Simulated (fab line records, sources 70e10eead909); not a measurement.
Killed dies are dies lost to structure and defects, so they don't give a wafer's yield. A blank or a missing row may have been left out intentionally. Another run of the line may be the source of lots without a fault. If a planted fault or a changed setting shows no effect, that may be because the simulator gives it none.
A lot that was struck, set against a sound lot || flow nand harc || 25 out of 1159 route steps
Sound: the wafers L222.1, L222.3, L222.6. Wafers struck: L229.1, L229.4, L229.5. The cause comes at the end.
Order at every step that has rows: each side's tool, ch and its chambers, its first start. Under that, the readings that differ: sound wafers || struck wafers || difference of the means || sigmas: that difference in standard deviations of wafers without a fault.
alike: a reading whose means differ by less than 2 such deviations, as well as words and numbers matching on both sides. not compared: withheld readings; readings where some wafer has no value; bounds like >300 that might hide an equal value; numbers whose values overlap and for which the record gives no deviation.
Wherever a step has rows on one side only, a row that says differs or no value, or a row with sigmas, the two part there. Numbers that have no deviation but don't overlap get no sigmas and don't part them. Lack of a reading on every wafer of one side parts them only where that side has two or more wafers.

first, 1 step without rows for these wafers: NHARC_P_M1_SRD_25.
NHARC_P_M1_INSPECT_27:
  sound on defect inspect-02, day 6 04:20; struck on defect inspect-01, day 7 22:40
  alike: raw defect count
NHARC_P_M1_PRE_CLEAN_32: time 12 s.
  sound on pecvd-04 ch 1,2, day 6 04:25; struck on pecvd-04 ch 0,1, day 7 22:46
  alike: heater power w, susceptor temp C
NHARC_P_M1_DEP_33: deposits SiCN, target thk 30 nm.
  sound on pecvd-04 ch 1,2, day 6 04:32; struck on pecvd-04 ch 0,1, day 7 22:55
  alike: heater power w, susceptor temp C
then, 7 steps without rows for these wafers: NHARC_P_M2_DEP_00 (deposits SiOC, target thk 182.5 nm); NHARC_P_M2_DEHYDRATE_01 (time 120 s); NHARC_P_M2_HMDS_02 (time 30 s); NHARC_P_M2_COAT_34 (time 65 s); NHARC_P_M2_COAT_03 (resist thk 90 nm); NHARC_P_M2_SOFTBAKE_04 (time 55 s); NHARC_P_M2_EBR_05.
NHARC_P_M2_EXPOSE_06: exposes mask P M2, target cd 170 nm.
  sound on arfi scanner-03 ch 0, day 6 05:36; struck on arfi scanner-01 ch 0, day 7 23:55
{"reading": "exposure dose mJ cm2", "sound": "80.54 80.69 80.58", "struck": "89.45 89.51 89.35", "difference": "+8.83", "sigmas": "+99 or more"}
  alike: mask
then, 2 steps without rows for these wafers: NHARC_P_M2_PEB_07 (peb time 65 s); NHARC_P_M2_DEVELOP_08 (develop time 35 s).
NHARC_P_M2_CD_MEAS_09 targets a cd of 170 nm.
  sound on cd sem-01 ch 0, day 6 05:44; struck on cd sem-03 ch 0, day 8 00:04
{"reading": "cd nm (nm)", "sound": "170.1 170.5 170.7", "struck": "175.6 175.8 175.8", "difference": "+5.3", "sigmas": "+10"}
NHARC_P_M2_OVL_MEAS_10: pitch 340 nm.
  sound on overlay-01, day 6 05:50; struck on overlay-01, day 8 00:09
{"reading": "overlay x nm (nm)", "sound": "0.4 0.1 -0.1", "struck": "-2.7 -2.6 -2.3", "difference": -2.7, "sigmas": -3}
  alike: overlay y nm
NHARC_P_M2_INSPECT_11:
  sound on defect inspect-02, day 6 05:52; struck on defect inspect-01, day 8 00:11
  alike: raw defect count
NHARC_P_M2_DESCUM_14: chemistry O2, time 3 s.
  sound on rie diel-03 ch 2,3, day 6 05:55; struck on rie diel-04 ch 1,3, day 8 00:15
{"reading": "model.P_M2.cd nm (nm)", "sound": "170.4 170.1 170.8", "struck": "175.6 176.1 176.1", "difference": "+5.5", "sigmas": ""}
  alike: drypump motor current A, oes product au, rf vpp V, showerhead plenum p Torr, throttle valve pct
  not compared: rf hours counter h
NHARC_P_M2_ETCH_35: etches the open film in N2/H2, target depth 40 nm, overetch 12 nm, time 43.94 s.
  sound on rie diel-03 ch 0,1,3, day 6 06:01; struck on rie diel-04 ch 1,2,3, day 8 00:20
  alike: bias w, drypump motor current A, oes product au, rf vpp V, showerhead plenum p Torr, throttle valve pct
  not compared: rf hours counter h
NHARC_P_M2_ETCH_15: etches the open film in C4F8/Ar, target depth 182.5 nm, time 91.2 s.
  sound: rie diel-03 ch 0,2; struck: rie diel-04 ch 0,1,2
{"reading": "bias w (W)", "sound": "299.1 298.7 298.2", "struck": "301.8 301.7 300.6", "difference": "+2.7", "sigmas": "+3"}
{"reading": "oes product au (a.u.)", "sound": "0.915 0.923 0.924", "struck": "0.964 0.986 0.984", "difference": "+0.057", "sigmas": "+3"}
  alike: rf vpp V
  not compared: rf hours counter h
NHARC_P_M2_CD_MEAS_16:
  sound on cd sem-02, day 6 06:14; struck on cd sem-02, day 8 00:33
{"reading": "cd nm (nm)", "sound": "169.9 170.2 170.1", "struck": "175.9 176.1 176.1", "difference": "+6.0", "sigmas": "+11"}
NHARC_P_M2_STRIP_18: strips in N2/H2.
  sound on rie diel-04 ch 0,1,2, day 6 06:20; struck on rie diel-08 ch 1,2,3, day 8 00:41
{"reading": "drypump motor current A (A)", "sound": "5.62 6.22 6.25", "struck": "5.71 4.85 5.79", "difference": -0.58, "sigmas": -2}
  alike: oes product au, rf vpp V, showerhead plenum p Torr, throttle valve pct
  not compared: rf hours counter h
NHARC_P_M2_ETCH_28: etches the open film in CF4/N2, target depth 30 nm, time 72.99 s.
  sound: rie diel-04 ch 1,2,3; struck: rie diel-08 ch 0,2
{"reading": "model.P_M2.cd nm (nm)", "sound": "170.5 170.2 170.4", "struck": "175.9 175.9 176.7", "difference": "+5.8", "sigmas": ""}
  alike: bias w, drypump motor current A, oes product au, rf vpp V, showerhead plenum p Torr, throttle valve pct
  not compared: rf hours counter h
then, 1 step without rows for these wafers: NHARC_P_M2_STRIP_19 (strips in post etch residue remover, time 600 s).
-- record jumps: 13 days between struck wafers' starts before vs after; left off in module P_M2, resumes in module END, first step shown is number 1159 of the route --
NHARC_END_SORT_01:
  sound on prober-01 ch 0, day 19 21:34; struck on prober-01 ch 0, day 20 20:53
{"reading": "killed at other", "sound": "0 0 0", "struck": "4 5 4", "difference": "+4", "sigmas": "+3"}
  alike: defect limited yield, killed at array, killed at periphery, killed dies, killed open, killed short, sort_bin_2_pct, sort_bin_3_pct, sort_bin_4_pct, sort n pass, sort rim yield pct, sort yield pct

## WHERE THEY PART
First at NHARC_P_M2_EXPOSE_06; last, within this record, at NHARC_END_SORT_01.

WHY: what the simulator had put in
Drift in process parameters on arfi scanner-01 at NHARC_P_M2_EXPOSE_06, starting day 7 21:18. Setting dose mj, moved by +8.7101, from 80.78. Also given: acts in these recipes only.
